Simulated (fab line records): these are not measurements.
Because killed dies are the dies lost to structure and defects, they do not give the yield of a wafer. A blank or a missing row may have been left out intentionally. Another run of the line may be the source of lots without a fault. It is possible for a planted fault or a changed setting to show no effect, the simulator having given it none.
fab line records    flow n5_finfet
record lots=6  wafers=18  last_day=19
route steps=1938 shown TV_OPEN@1889 PAD_METAL@1893 PASSIVATION@1897
lots that met no fault: taken from a fault-free run of the same line
start_h: hours from the record's opening day to when the first of the lot's shown wafers began    wait_h: time in hours since the lot's previous step    " same as the row above    L1.1+2: a single row standing in for several wafers    - either no value or no given start    * or withheld: withheld    < > ~ a bound
route shown NAME@n: a module of which the file shows steps, and the number in the route of the first    usual: mean/standard deviation of fault-free wafers    same: alike in all rows    chamber/n: place in a boat    sites: per-site readings    _std_site: how widely they spread, as a standard deviation    _edge_site: inner sites' mean taken away from outer sites' mean    radius_mm: for every site, how far away it sits from the centre of the wafer    mask NAME#n: copy n    behind: the tool/chamber that last shaped the wafer    hold: what put the lot on hold/how long, in hours/how the hold closed    device: transistor that didn't switch, given as n, p or np    end of line: tests of these same wafers at the route's end    a step with no rows: only its recipe    killed: the dies lost at the first sort to structure and to defects; this is not the yield of the wafer    map: a wafer's dies, marking killed ones x, the rest . and places with no die _
set.NAME: the setting as run; set.NAME@STEP: as run at that earlier step    model.NAME: the simulator's own value behind a step, which no gauge read
lots seen at some steps along the route; tables by step, rows by wafer
services: a tool's chamber out of use, with start hour (start_h, from the record's first day; less than 0 if before it), hours out, and reason
## steps
# step N5_PASSIVATION_STRIP_14
# recipe chemistry=O2  power_w=600  temp_c=60  pressure_mtorr=30  rf_frequency_hz=6e+07  bias_power_w=0  overash_fraction=0.5  o2_flow_sccm=225
# usual drypump_motor_current_A=5.9/0.42  oes_product_au=0.76/0.087  rf_vpp_V=3.7/0.98  showerhead_plenum_p_Torr=2.11/0.055  temp_c=59.99/0.12  throttle_valve_pct=16.73/0.17
lot.wafer  tool         chamber  start_h  wait_h  drypump_motor_current_A  oes_product_au  rf_hours_counter_h  rf_vpp_V  showerhead_plenum_p_Torr  temp_c  throttle_valve_pct
L738.1     rie_diel-04  3        288.97   0.1     6.5                      0.69            201                 3.1       2.09                      60.12   16.74
L738.2     "            2        "        "       6.5                      0.71            234                 4.9       2.07                      59.84   16.67
L738.5     "            1        "        "       6.2                      0.73            -                   4.5       2.09                      60.12   16.89
L742.2     rie_diel-03  3        331.70   0.1     5.6                      0.67            249                 2.7       2.06                      59.82   16.89
L742.4     "            0        "        "       6.4                      0.70            247                 3.6       2.05                      60.05   16.79
L742.5     "            1        "        "       6.0                      0.82            -                   4.6       2.04                      60.08   16.57
L744.1     rie_diel-03  2        363.83   0.1     5.4                      0.70            237                 4.4       2.07                      60.20   16.67
L744.2     "            1        "        "       6.1                      0.80            92                  5.5       2.04                      60.01   16.62
L744.5     "            2        "        "       5.5                      0.68            -                   3.7       2.07                      60.03   16.64
L747.2     rie_diel-03  1        364.77   0.1     6.0                      0.81            92                  3.6       2.04                      60.15   16.60
L747.4     "            3        "        "       5.6                      0.97            -                   3.0       2.06                      59.92   16.48
L747.6     "            1        "        "       6.0                      0.81            -                   5.0       2.04                      60.12   16.62
L752.2     rie_diel-04  3        394.34   0.1     6.5                      0.67            233                 3.2       2.07                      59.77   16.78
L752.4     "            1        "        "       6.2                      0.71            211                 3.7       2.08                      60.05   16.97
L752.5     "            2        "        "       6.5                      0.99            -                   3.7       2.07                      60.04   16.29
L756.1     rie_diel-03  3        438.58   0.1     5.6                      0.89            31                  5.0       2.05                      60.03   16.49
L756.3     "            1        "        "       6.1                      0.76            121                 2.7       2.03                      59.99   16.68
L756.4     "            1        "        "       6.1                      0.78            -                   3.6       2.03                      59.91   16.69
# step N5_PASSIVATION_ETCH_15
# recipe chemistry=CF4/N2  target=SiCN  target_depth_a=750  taper_deg=2  time_s=81.2  ion_energy_ev=150  mask_material=SiNx  pressure_mtorr=40  source_w=430  bias_w=70  Ar_flow_sccm=100  cf4_flow_sccm=60  n2_flow_sccm=60
# step N5_PASSIVATION_STRIP_73
# recipe chemistry=post_etch_residue_remover  time_s=60  temp_c=25  remover_ph=withheld  remover_water_wt_pct=withheld  remover_fluoride_wt_pct=withheld
# step N5_PASSIVATION_SRD_17
# recipe time_s=30  temp_c=23  rinse_liquid=diw  dry=n2_spin  spin_rpm=1500  dry_time_s=30
# step N5_PASSIVATION_DEGAS_18
# recipe ambient=vacuum  temp_c=300  time_s=60
# usual heater_power_w=470/47
lot.wafer  tool            chamber  start_h  wait_h  heater_power_w
L738.1     pvd_sputter-01  -        289.70   0.5     433
L738.2     "               -        "        "       511
L738.5     "               -        "        "       545
L742.2     pvd_sputter-03  -        332.25   0.4     390
L742.4     "               -        "        "       501
L742.5     "               -        "        "       533
L744.1     pvd_sputter-03  -        364.41   0.4     501
L744.2     "               -        "        "       523
L744.5     "               -        "        "       537
L747.2     pvd_sputter-02  -        367.55   2.6     472
L747.4     "               -        "        "       422
L747.6     "               -        "        "       499
L752.2     pvd_sputter-01  -        394.56   0.0     429
L752.4     "               -        "        "       396
L752.5     "               -        "        "       403
L756.1     pvd_sputter-01  -        441.31   2.5     401
L756.3     "               -        "        "       435
L756.4     "               -        "        "       429
# step N5_PASSIVATION_PRE_CLEAN_19
# recipe gas=H2/He  time_s=*  temp_c=*
# usual heater_power_w=470/47
lot.wafer  tool            chamber  start_h  wait_h  heater_power_w
L738.1     pvd_sputter-01  -        289.74   0.0     435
L738.2     "               -        "        "       515
L738.5     "               -        "        "       526
L742.2     pvd_sputter-03  -        332.29   0.0     384
L742.4     "               -        "        "       517
L742.5     "               -        "        "       528
L744.1     pvd_sputter-03  -        364.45   0.0     506
L744.2     "               -        "        "       534
L744.5     "               -        "        "       552
L747.2     pvd_sputter-02  -        367.59   0.0     481
L747.4     "               -        "        "       436
L747.6     "               -        "        "       493
L752.2     pvd_sputter-01  -        394.60   0.0     436
L752.4     "               -        "        "       405
L752.5     "               -        "        "       391
L756.1     pvd_sputter-01  -        441.35   0.0     394
L756.3     "               -        "        "       442
L756.4     "               -        "        "       421
# step N5_PASSIVATION_SPUTTER_20
# recipe material=TaN  target_thk_a=500  temp_c=25  chamber_pressure_pa=0.4
# usual substrate_temp_c=25.00/0.098  throttle_valve_pct=29.5/1
lot.wafer  tool            chamber  start_h  wait_h  substrate_temp_c  throttle_valve_pct
L738.1     pvd_sputter-01  -        289.78   0.0     25.10             29.8
L738.2     "               -        "        "       24.98             29.5
L738.5     "               -        "        "       25.04             29.4
L742.2     pvd_sputter-03  -        332.33   0.0     24.98             29.9
L742.4     "               -        "        "       25.02             29.3
L742.5     "               -        "        "       25.06             29.5
L744.1     pvd_sputter-03  -        364.49   0.0     25.02             29.5
L744.2     "               -        "        "       24.90             32.1
L744.5     "               -        "        "       25.07             29.5
L747.2     pvd_sputter-02  -        367.63   0.0     24.99             29.8
L747.4     "               -        "        "       25.17             28.7
L747.6     "               -        "        "       25.04             28.0
L752.2     pvd_sputter-01  -        394.64   0.0     25.05             30.0
L752.4     "               -        "        "       25.09             28.5
L752.5     "               -        "        "       24.98             28.2
L756.1     pvd_sputter-01  -        441.39   0.0     24.98             28.4
L756.3     "               -        "        "       25.03             30.1
L756.4     "               -        "        "       25.09             30.1
# step N5_PASSIVATION_AL_DEP_21
# recipe material=Al  target_thk_a=28000  temp_c=400  time_s=170  power_w=30000  chamber_pressure_pa=0.4  gas=Ar
# usual substrate_temp_c=400.00/0.22  throttle_valve_pct=29.5/0.99
lot.wafer  tool            chamber  start_h  wait_h  substrate_temp_c  throttle_valve_pct
L738.1     pvd_sputter-01  -        289.88   0.1     399.70            30.1
L738.2     "               -        "        "       400.12            29.7
L738.5     "               -        "        "       399.71            29.7
L742.2     pvd_sputter-03  -        332.43   0.1     399.99            29.8
L742.4     "               -        "        "       400.24            29.2
L742.5     "               -        "        "       400.00            29.4
L744.1     pvd_sputter-03  -        364.59   0.1     400.24            29.5
L744.2     "               -        "        "       399.98            31.9
L744.5     "               -        "        "       399.93            29.3
L747.2     pvd_sputter-02  -        367.73   0.1     400.10            29.5
L747.4     "               -        "        "       399.87            28.6
L747.6     "               -        "        "       399.77            27.9
L752.2     pvd_sputter-01  -        394.74   0.1     400.49            29.9
L752.4     "               -        "        "       400.25            28.7
L752.5     "               -        "        "       399.98            28.4
L756.1     pvd_sputter-01  -        441.49   0.1     399.90            28.0
L756.3     "               -        "        "       399.98            30.2
L756.4     "               -        "        "       400.02            30.5
# step N5_PASSIVATION_HMDS_23
# recipe time_s=60  temp_c=120
# step N5_PASSIVATION_COAT_24
# recipe spin_rpm=3000  resist_thk_nm=withheld
# step N5_PASSIVATION_EBR_26
# recipe solvent=PGMEA  ebr_width_mm=1.5
# step N5_PASSIVATION_SOFTBAKE_25
# recipe temp_c=100  time_s=90
# step N5_PASSIVATION_EXPOSE_27
# recipe mask_id=PAD  na=0.55  source_shape=conventional  sigma_outer=0.8  polarization=unpolarized  defocus_nm=0  dose_mj=32.3
# usual exposure_dose_mJ_cm2=32.300/0.029  focus_offset_nm=0.0/0.54
lot.wafer  tool            chamber  start_h  wait_h  mask   exposure_dose_mJ_cm2  focus_offset_nm
L738.1     krf_scanner-02  0        290.17   -       PAD#0  32.301                -0.1
L738.2     "               0        "        "       PAD#0  32.232                -0.9
L738.5     "               0        "        "       PAD#0  32.289                -0.5
L742.2     krf_scanner-01  0        332.73   -       PAD#0  32.298                -0.5
L742.4     "               0        "        "       PAD#0  32.297                -0.2
L742.5     "               0        "        "       PAD#0  32.286                -0.6
L744.1     krf_scanner-02  0        364.89   -       PAD#0  22.858                0.3
L744.2     "               0        "        "       PAD#0  22.897                0.3
L744.5     "               0        "        "       PAD#0  22.859                -0.1
L747.2     krf_scanner-02  0        368.03   -       PAD#0  22.887                -0.6
L747.4     "               0        "        "       PAD#0  22.920                -0.4
L747.6     "               0        "        "       PAD#0  22.884                -0.7
L752.2     krf_scanner-01  0        395.04   -       PAD#0  32.286                -0.8
L752.4     "               0        "        "       PAD#0  32.276                -0.4
L752.5     "               0        "        "       PAD#0  32.290                -0.4
L756.1     krf_scanner-01  0        441.91   -       PAD#0  32.260                0.8
L756.3     "               0        "        "       PAD#0  32.255                0.4
L756.4     "               0        "        "       PAD#0  32.295                1.3
# step N5_PASSIVATION_PEB_28
# recipe peb_temp_c=withheld  peb_time_s=*
# step N5_PASSIVATION_DEVELOP_29
# recipe develop_time_s=60  rinse_liquid=diw  dry=air_spin  dev_temp_c=21
# step N5_PASSIVATION_HARDBAKE_31
# recipe temp_c=130  time_s=120
# step N5_PASSIVATION_CD_MEAS_30
# recipe target_cd_nm=4000  landing_energy_ev=500  detector=se_inlens  polarity=opening
# usual cd_nm=4000.3/1.3
lot.wafer  tool       chamber  start_h  wait_h  cd_nm
L738.1     cd_sem-03  0        290.35   -       3999.7
L738.2     "          0        "        "       3999.2
L738.5     "          0        "        "       3996.8
L742.2     cd_sem-01  0        332.90   -       3999.7
L742.4     "          0        "        "       4000.1
L742.5     "          0        "        "       3999.1
L744.1     cd_sem-02  0        365.07   -       3938.6
L744.2     "          0        "        "       3939.3
L744.5     "          0        "        "       3937.0
L747.2     cd_sem-03  0        368.20   -       3940.2
L747.4     "          0        "        "       3938.9
L747.6     "          0        "        "       3937.9
L752.2     cd_sem-03  0        395.21   -       3999.3
L752.4     "          0        "        "       3999.6
L752.5     "          0        "        "       4000.2
L756.1     cd_sem-02  0        442.08   -       3999.4
L756.3     "          0        "        "       4001.0
L756.4     "          0        "        "       3998.6
# step N5_PASSIVATION_OVL_MEAS_63
# recipe points_per_wafer=44
# usual PAD_OVL=0/5.5
# same points_per_wafer=44
lot.wafer  tool        chamber  start_h  wait_h  PAD_OVL[nm]
L738.1     overlay-01  0        290.38   0.0     -4
L738.2     "           0        "        "       -11
L738.5     "           0        "        "       -5
L742.2     overlay-01  0        332.93   0.0     2
L742.4     "           0        "        "       -3
L742.5     "           0        "        "       -5
L744.1     overlay-02  0        365.10   0.0     -3
L744.2     "           0        "        "       -9
L744.5     "           0        "        "       0
L747.2     overlay-01  0        368.23   0.0     2
L747.4     "           0        "        "       0
L747.6     "           0        "        "       4
L752.2     overlay-02  0        395.24   0.0     1
L752.4     "           0        "        "       -4
L752.5     "           0        "        "       7
L756.1     overlay-02  0        442.11   0.0     9
L756.3     "           0        "        "       11
L756.4     "           0        "        "       4
## services
tool            chamber  start_h  hours  kind
krf_scanner-01  -        266.81   1.0    repair
krf_scanner-02  -        286.54   1.0    pm
krf_scanner-02  -        288.26   1.3    pm
rie_diel-04     0        290.08   9.8    repair
krf_scanner-02  -        303.94   4.4    pm
rie_diel-03     3        308.45   5.8    repair
krf_scanner-01  -        310.50   1.3    pm
rie_diel-03     3        334.88   -      clean
rie_diel-03     3        334.88   -      consumable_replace:esc
rie_diel-03     3        334.88   -      consumable_replace:focus_ring
rie_diel-03     3        334.88   25.6   scheduled_down
rie_diel-03     3        334.88   25.6   vent_cycle
rie_diel-03     0        355.67   52.1   repair
krf_scanner-01  -        364.11   0.8    pm
krf_scanner-01  -        365.16   1.2    repair
pvd_sputter-02  -        391.44   2.1    repair
krf_scanner-02  -        404.15   0.8    pm
krf_scanner-02  -        406.15   0.3    repair
rie_diel-03     0        407.80   -      clean
rie_diel-03     0        407.80   -      consumable_replace:focus_ring
rie_diel-03     0        407.80   14.9   scheduled_down
rie_diel-03     0        407.80   14.9   vent_cycle
krf_scanner-01  -        423.56   1.0    pm
pvd_sputter-01  -        433.75   3.8    repair
## key
first_sign step=N5_PASSIVATION_EXPOSE_27  reading=exposure_dose_mJ_cm2  direction=down  sigmas=99+  usual=32.300  struck=22.884
effect step=N5_PASSIVATION_CD_MEAS_30  reading=cd_nm  direction=down  sigmas=46  usual=4000.3  struck=3938.6
met_at N5_PASSIVATION_EXPOSE_27
struck_wafers L744.1,L744.2,L744.5,L747.2,L747.4,L747.6
onset_between 290.17 364.89
fault kind=process_parameter_drift  tool=krf_scanner-02  chamber=-  onset_h=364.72  steps=N5_PASSIVATION_EXPOSE_27  channel=dose_mj  offset=-9.4315  shape=step  acts_in=these_recipes_only  stated=32.3
